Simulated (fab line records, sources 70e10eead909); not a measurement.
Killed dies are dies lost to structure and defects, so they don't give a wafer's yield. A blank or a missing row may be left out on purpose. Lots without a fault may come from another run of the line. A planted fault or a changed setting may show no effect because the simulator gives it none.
A struck lot beside a sound one | flow nand_harc | 45 steps out of a route of 1159
Sound: wafers L105.3, L105.4, L105.5. Struck: wafer L127.5. (L127.2, L127.3 of the same lot were not struck and are left out.) The cause comes at the end.
At each step with rows: each side's tool, then ch and its chambers, then its first start. Under that, the readings that differ: sound wafers | struck wafers | difference of the means | sigmas: that difference in standard deviations of wafers without a fault.
alike: readings whose means differ by less than 2 such deviations, and words and numbers that are the same on both sides. not compared: withheld readings, readings that some wafer has no value for, bounds like >300 that may hide the same value, and numbers for which the record gives no deviation and whose values overlap.
The two part at a step that has a row with sigmas, a row that says differs or no value, or rows on one side only. Numbers that don't overlap but have no deviation are shown without sigmas and don't part them. A reading that every wafer of one side lacks parts them only if that side has two wafers or more.

first, 7 steps without rows for these wafers: NHARC_P_ZERO_WELL_COAT_64 (time 65 s); NHARC_P_ZERO_WELL_COAT_05 (resist thk 600 nm); NHARC_P_ZERO_WELL_SOFTBAKE_06 (time 70 s); NHARC_P_ZERO_WELL_EBR_07; NHARC_P_ZERO_WELL_EXPOSE_08 (exposes mask P ZERO, target cd 500 nm); NHARC_P_ZERO_WELL_PEB_09 (peb time 80 s); NHARC_P_ZERO_WELL_DEVELOP_10 (time 50 s).
NHARC_P_ZERO_WELL_CD_MEAS_11: target cd 500 nm.
  sound on cd_sem-01 ch 0, day 1 13:08; struck on cd_sem-03 ch 0, day 7 01:15
  reading    | sound             | struck | difference | sigmas
  cd_nm (nm) | 501.5 503.6 499.7 | 497.0  | -4.6       | -3
then, 1 step without rows for these wafers: NHARC_P_ZERO_WELL_HARDBAKE_12 (time 65 s).
NHARC_P_ZERO_WELL_DESCUM_13: chemistry O2, time 3 s.
  sound on rie_diel-02 ch 0,1,2, day 1 13:17; struck on rie_diel-07 ch 0, day 7 01:26
  reading                     | sound       | struck | difference | sigmas
  drypump_motor_current_A (A) | 5.7 6.3 5.6 | 5.0    | -0.9       | -2
  alike: oes_product_au, rf_vpp_V, showerhead_plenum_p_Torr, throttle_valve_pct
  not compared: rf_hours_counter_h
NHARC_P_ZERO_WELL_ETCH_65: etches the open film in N2/H2, target depth 80 nm, overetch 24 nm, time 87.88 s.
  sound on rie_diel-02 ch 2,3, day 1 13:22; struck on rie_diel-07 ch 2, day 7 01:30
  alike: drypump_motor_current_A, oes_product_au, rf_fwd_power_W, rf_vpp_V, showerhead_plenum_p_Torr, throttle_valve_pct
  not compared: rf_hours_counter_h
NHARC_P_ZERO_WELL_ETCH_62: etches the open film in CHF3/Ar, target depth 13 nm, time 6.5 s.
  sound on rie_diel-02 ch 0,1,3; struck on rie_diel-07 ch 2
  alike: chf3_flow_sccm, drypump_motor_current_A, oes_product_au, rf_fwd_power_W, rf_vpp_V, showerhead_plenum_p_Torr, throttle_valve_pct
  not compared: rf_hours_counter_h
NHARC_P_ZERO_WELL_ETCH_63: etches the open film in HBr/Cl2, target depth 120 nm, time 40.1 s.
  sound on rie_si-03 ch 0,1,2, day 1 13:34; struck on rie_si-01 ch 3, day 7 01:41
  reading               | sound             | struck | difference | sigmas
  oes_product_au (a.u.) | 1.000 1.007 1.010 | 0.918  | -0.088     | -9
  alike: drypump_motor_current_A, he_backside_leak_sccm, rf_fwd_power_W, throttle_valve_pct
  not compared: rf_hours_counter_h
then, 9 steps without rows for these wafers: NHARC_P_ZERO_WELL_STRIP_15 (strips in SPM, time 900 s); NHARC_P_ZERO_WELL_DEHYDRATE_16 (time 120 s); NHARC_P_ZERO_WELL_HMDS_17 (time 30 s); NHARC_P_ZERO_WELL_COAT_18; NHARC_P_ZERO_WELL_SOFTBAKE_19 (time 95 s); NHARC_P_ZERO_WELL_EBR_20; NHARC_P_ZERO_WELL_EXPOSE_21 (exposes mask P NWELL, target cd 720 nm); NHARC_P_ZERO_WELL_PEB_22 (peb time 85 s); NHARC_P_ZERO_WELL_DEVELOP_23 (time 70 s).
NHARC_P_ZERO_WELL_CD_MEAS_24: target cd 720 nm.
  sound on cd_sem-03 ch 0, day 1 14:28; struck on cd_sem-03 ch 0, day 7 02:36
  alike: cd_nm
then, 1 step without rows for these wafers: NHARC_P_ZERO_WELL_HARDBAKE_25 (time 80 s).
NHARC_P_ZERO_WELL_DESCUM_26: chemistry O2, time 3 s.
  sound on rie_diel-07 ch 0,1,2, day 1 14:37; struck on rie_diel-02 ch 2, day 7 02:46
  alike: drypump_motor_current_A, oes_product_au, rf_vpp_V, showerhead_plenum_p_Torr, throttle_valve_pct
  not compared: rf_hours_counter_h
then, 12 steps without rows for these wafers: NHARC_P_ZERO_WELL_IMPLANT_27; NHARC_P_ZERO_WELL_IMPLANT_57; NHARC_P_ZERO_WELL_IMPLANT_58; NHARC_P_ZERO_WELL_STRIP_28 (strips in SPM, time 840 s); NHARC_P_ZERO_WELL_DEHYDRATE_29 (time 120 s); NHARC_P_ZERO_WELL_HMDS_30 (time 30 s); NHARC_P_ZERO_WELL_COAT_31; NHARC_P_ZERO_WELL_SOFTBAKE_32 (time 95 s); NHARC_P_ZERO_WELL_EBR_33; NHARC_P_ZERO_WELL_EXPOSE_34 (exposes mask P PWELL, target cd 720 nm); NHARC_P_ZERO_WELL_PEB_35 (peb time 85 s); NHARC_P_ZERO_WELL_DEVELOP_36 (time 70 s).
NHARC_P_ZERO_WELL_CD_MEAS_37: target cd 720 nm.
  sound on cd_sem-02 ch 0, day 1 21:16; struck on cd_sem-01 ch 0, day 7 04:07
  alike: cd_nm
then, 1 step without rows for these wafers: NHARC_P_ZERO_WELL_HARDBAKE_38 (time 80 s).
NHARC_P_ZERO_WELL_DESCUM_39: chemistry O2, time 3 s.
  sound on rie_diel-04 ch 0,2,3, day 1 21:26; struck on rie_diel-02 ch 3, day 7 04:17
  alike: drypump_motor_current_A, oes_product_au, rf_vpp_V, showerhead_plenum_p_Torr, throttle_valve_pct
  not compared: rf_hours_counter_h
then, 2 steps without rows for these wafers: NHARC_P_ZERO_WELL_IMPLANT_40; NHARC_P_ZERO_WELL_IMPLANT_59.
-- the record jumps here: 4 days lie between the struck wafers' starts before and after (it left off in module P_ZERO_WELL and takes up again in module P_CONTACT, whose first step shown is number 235 of the route) --
NHARC_P_CONTACT_DESCUM_17: chemistry O2, time 3 s.
  sound on rie_diel-01 ch 0,3, day 5 16:15; struck on rie_diel-01 ch 2, day 11 06:33
  reading                    | sound            | struck | difference | sigmas
  model.P_CONTACT.cd_nm (nm) | 89.38 89.34 89.4 | 86.32  | -3.05      |
  alike: drypump_motor_current_A, oes_product_au, rf_vpp_V, showerhead_plenum_p_Torr, throttle_valve_pct
  not compared: rf_hours_counter_h
NHARC_P_CONTACT_ETCH_31: etches the open film in CH3F/O2, target depth 30 nm, time 85.7 s.
  sound on rie_diel-01 ch 2,3; struck on rie_diel-01 ch 2
  reading                    | sound           | struck | difference | sigmas
  model.P_CONTACT.cd_nm (nm) | 87.4 89.32 89.6 | 85.4   | -3.4       |
  alike: drypump_motor_current_A, oes_product_au, rf_fwd_power_W, rf_vpp_V, showerhead_plenum_p_Torr, throttle_valve_pct
  not compared: rf_hours_counter_h
NHARC_END_SORT_01:
  the record has rows for the sound wafers here (prober-01 ch 0, day 21 09:16) and none for the struck ones

WHERE THEY PART
First at NHARC_P_ZERO_WELL_CD_MEAS_11; last, within this record, at NHARC_END_SORT_01.

WHY: what the simulator had put in
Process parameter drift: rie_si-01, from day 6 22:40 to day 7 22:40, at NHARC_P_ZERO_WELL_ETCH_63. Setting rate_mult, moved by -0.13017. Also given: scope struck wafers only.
